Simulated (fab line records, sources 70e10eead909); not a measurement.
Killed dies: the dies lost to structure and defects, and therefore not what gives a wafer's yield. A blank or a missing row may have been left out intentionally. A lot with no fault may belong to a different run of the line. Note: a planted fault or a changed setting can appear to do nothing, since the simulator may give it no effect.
What tool caused it? -- flow nand-harc -- Sampling: 13 lots, 39 wafers, 4 of 1159 route steps

WHAT EACH GAUGE READ, for each wafer
NHARC_A_M1_OVL_MEAS_10: pitch 240 nm. Usual: overlay-x-nm -0.1 nm, standard deviation 0.76; overlay-y-nm -0.2 nm, standard deviation 0.64.
lot,measured,on,overlay-x-nm (nm),overlay-y-nm (nm),flag
L449,day 18 06:10,overlay-01,-0.5 -1.0 -1.0,-0.5 -0.3 -0.5,
L455,day 18 21:22,overlay-02,-1.3 -1.1 -1.4,-0.8 -1.0 -0.4,
L451,day 18 22:20,overlay-01,1.1 1.0 1.2,0.8 0.4 0.6,
L452,day 19 07:54,overlay-02,0.0 0.0 -0.3,-0.4 -0.2 0.5,
L456,day 20 02:19,overlay-02,0.5 0.9 0.7,-0.1 -0.9 -0.3,
L458,day 20 06:57,overlay-02,- - -,- - -,OFF
L462,day 20 21:58,overlay-02,0.4 0.3 0.4,-1.3 -1.4 -1.7,
L464,day 21 22:32,overlay-02,-1.0 -0.3 -0.8,0.0 -0.2 -0.2,
L466,day 22 15:41,overlay-02,-1.0 -1.2 -0.9,0.5 0.0 0.1,
L467,day 22 16:31,overlay-01,-0.1 0.0 0.4,-1.1 -1.0 -1.3,
L465,day 22 17:37,overlay-02,1.8 1.5 1.1,0.0 -0.5 0.2,
L470,day 23 11:47,overlay-01,-0.3 -0.4 0.0,0.0 -1.2 -0.1,
L471,day 23 19:28,overlay-02,0.5 0.2 0.6,0.2 0.1 0.1,

WHICH TOOL RAN EACH LOT (tool, then ch and the chambers of the sampled wafers, then the start)
lot,NHARC_A_M0_PRE_CLEAN_29,NHARC_A_M0_PVD_20,NHARC_A_M1_DEVELOP_08
L449,"pvd-sputter-02, day 18 05:00 or earlier","pvd-sputter-02, day 18 05:00 or earlier","litho-track-04 ch 0, day 18 05:00"
L455,"pvd-sputter-02, day 18 21:00 or earlier","pvd-sputter-02, day 18 21:00 or earlier","litho-track-04 ch 0, day 18 21:00"
L451,"pvd-sputter-01, day 18 22:00 or earlier","pvd-sputter-01, day 18 22:00 or earlier","litho-track-01 ch 0, day 18 22:00"
L452,"pvd-sputter-03, day 19 07:00 or earlier","pvd-sputter-03, day 19 07:00 or earlier","litho-track-04 ch 0, day 19 07:00"
L456,"pvd-sputter-01, day 20 02:00 or earlier","pvd-sputter-01, day 20 02:00 or earlier","litho-track-01 ch 0, day 20 02:00"
L458,"pvd-sputter-01, day 20 06:00 or earlier","pvd-sputter-01, day 20 06:00 or earlier","litho-track-04, day 20 06:00"
L462,"pvd-sputter-01, day 20 21:00 or earlier","pvd-sputter-01, day 20 21:00 or earlier","litho-track-01 ch 0, day 20 21:00"
L464,"pvd-sputter-02, day 21 22:00 or earlier","pvd-sputter-02, day 21 22:00 or earlier","litho-track-06 ch 0, day 21 22:00"
L466,"pvd-sputter-01, day 22 15:00 or earlier","pvd-sputter-01, day 22 15:00 or earlier","litho-track-01 ch 0, day 22 15:00"
L467,"pvd-sputter-03, day 22 16:00 or earlier","pvd-sputter-03, day 22 16:00 or earlier","litho-track-04 ch 0, day 22 16:00"
L465,"pvd-sputter-02, day 22 17:00 or earlier","pvd-sputter-02, day 22 17:00 or earlier","litho-track-01 ch 0, day 22 17:00"
L470,"pvd-sputter-02, day 23 11:00 or earlier","pvd-sputter-02, day 23 11:00 or earlier","litho-track-04 ch 0, day 23 11:00"
L471,"pvd-sputter-03, day 23 19:00 or earlier","pvd-sputter-03, day 23 19:00 or earlier","litho-track-04 ch 0, day 23 19:00"
- NHARC_A_M0_PRE_CLEAN_29: time 30 s.
- NHARC_A_M0_PVD_20: deposits TaN, target thk 5 nm, time 8.06 s.
- NHARC_A_M1_DEVELOP_08: develop time 35 s.

AS READ BY THE TOOLS THEMSELVES (means over the sampled wafers that have a number; for cases with no such wafer, the mark the record gives instead)
NHARC_A_M0_PRE_CLEAN_29. Usual: heater-power-w 400 W, standard deviation 54.
lot,tool,heater-power-w (W),flag
L449,pvd-sputter-02,419,
L455,pvd-sputter-02,371,
L451,pvd-sputter-01,414,
L452,pvd-sputter-03,393,
L456,pvd-sputter-01,417,
L458,pvd-sputter-01,405,
L462,pvd-sputter-01,472,
L464,pvd-sputter-02,411,
L466,pvd-sputter-01,387,
L467,pvd-sputter-03,397,
L465,pvd-sputter-02,380,
L470,pvd-sputter-02,377,
L471,pvd-sputter-03,396,

NHARC_A_M0_PVD_20. Usual: substrate-temp-c 50.00 C, standard deviation 0.12; throttle-valve-pct 29.9 %, standard deviation 0.73.
lot,tool,substrate-temp-c (C),throttle-valve-pct (%),flag
L449,pvd-sputter-02,49.96,29.2,
L455,pvd-sputter-02,49.95,29.2,
L451,pvd-sputter-01,50.13,30.3,
L452,pvd-sputter-03,50.08,30.3,
L456,pvd-sputter-01,50.05,30.2,
L458,pvd-sputter-01,50.06,29.9,
L462,pvd-sputter-01,50.04,30.5,
L464,pvd-sputter-02,50.14,29.2,
L466,pvd-sputter-01,49.91,30.4,
L467,pvd-sputter-03,49.88,30.0,
L465,pvd-sputter-02,49.95,29.4,
L470,pvd-sputter-02,49.95,29.6,
L471,pvd-sputter-03,49.96,30.2,

NHARC_A_M1_DEVELOP_08. Usual: chill-plate-temp-C 23.00 C, standard deviation 0.12; resist-line-temp-C 23.01 C, standard deviation 0.096.
lot,tool,chill-plate-temp-C (C),resist-line-temp-C (C),flag
L449,litho-track-04,23.08,22.95,
L455,litho-track-04,22.94,22.95,
L451,litho-track-01,23.04,22.92,
L452,litho-track-04,23.04,22.91,
L456,litho-track-01,22.93,23.14,
L458,litho-track-04,-,-,OFF
L462,litho-track-01,22.92,23.00,
L464,litho-track-06,23.27,23.00,
L466,litho-track-01,22.96,23.04,
L467,litho-track-04,22.96,23.01,
L465,litho-track-01,23.07,23.04,
L470,litho-track-04,22.98,23.10,
L471,litho-track-04,23.00,23.00,

THE ANSWER, worked out from the rows above alone
Rule: a lot is off if the mean of its wafers that have a number lies more than 3 standard deviations from the usual mean. Also off: a lot with no number at a reading for which 4 or more lots have one. All remaining lots with rows at the step are treated as sound. Order of review: gauges by route order, followed by the tools' own readings, for which a lot's mean as printed above is used. At the first step where some lot is off, the reading lying furthest off is the one used; lots without a number count as furthest.
Off: L458 (NHARC_A_M1_OVL_MEAS_10, overlay-x-nm). Without a number there: L458.
If a tool, at a process step before that reading, ran all the lots that are off and no sound lot after the first of them, it fits. Not tried: the gauges at NHARC_A_M1_OVL_MEAS_10; whatever is off there is also off at NHARC_A_M1_DEVELOP_08, on other tools, and gauge error can't account for it. With no start given for some of its lots, NHARC_A_M0_PRE_CLEAN_29 uses the hours and lot order of NHARC_A_M1_DEVELOP_08. With no start given for some of its lots, NHARC_A_M0_PVD_20 uses the hours and lot order of NHARC_A_M1_DEVELOP_08. Of those tried, none fits.

WHAT WAS PUT IN BY THE SIMULATOR
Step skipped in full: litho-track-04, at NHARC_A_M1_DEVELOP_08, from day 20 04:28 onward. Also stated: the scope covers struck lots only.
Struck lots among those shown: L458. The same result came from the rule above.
